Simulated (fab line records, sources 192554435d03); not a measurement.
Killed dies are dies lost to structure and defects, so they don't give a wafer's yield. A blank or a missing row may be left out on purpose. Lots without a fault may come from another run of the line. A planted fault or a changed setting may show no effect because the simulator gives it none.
Chamber matching | flow n5_finfet | N5_BEOL_M11_ALD_74 on ald_metal-03: 4 sister chambers
The step deposits TaN, target thk 2 nm, pulse time 2 s, purge time 3 s. 4 wafers are shown with their chamber, then 10 later ones without.

WAFERS WITH THEIR CHAMBER
wafer  | chamber | heater_power_outer_w (W)
L083.5 | 2       | 247
L087.6 | 0       | 201
L088.1 | 3       | 226
L088.2 | 1       | 221

WAFERS WITHOUT THEIR CHAMBER
wafer  | heater_power_outer_w (W)
L088.5 | 218
L094.1 | 225
L094.5 | 196
L094.6 | 226
L096.1 | 199
L096.3 | 220
L096.5 | 222
L097.1 | 219
L097.2 | 199
L097.3 | 222

WHICH CHAMBER EACH WENT THROUGH
wafer  | from the rows above     | in truth
L088.5 | 1                       | 1
L094.1 | can't be placed: 3 or 1 | 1
L094.5 | 0                       | 0
L094.6 | 3                       | 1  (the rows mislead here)
L096.1 | 0                       | 0
L096.3 | 1                       | 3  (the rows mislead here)
L096.5 | can't be placed: 1 or 3 | 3
L097.1 | 1                       | 1
L097.2 | 0                       | 0
L097.3 | can't be placed: 1 or 3 | 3
Placed correctly: 5 of 10. Can't be placed from these rows: 3 (the true chamber is among the candidates in 3). Placed wrongly: 2.
How it was worked out, from the rows above alone: a wafer's distance from a chamber is the root of the sum, over the readings, of the square of ((its reading less the chamber's mean) divided by the reading's scatter). The wafer belongs to the nearest chamber; if the next one is less than 2 further off, it can't be placed. A chamber's mean is the mean of its shown wafers. The scatter: with one shown wafer a chamber, the root of the mean of the squares of how far each hidden wafer lies from its nearest shown one.
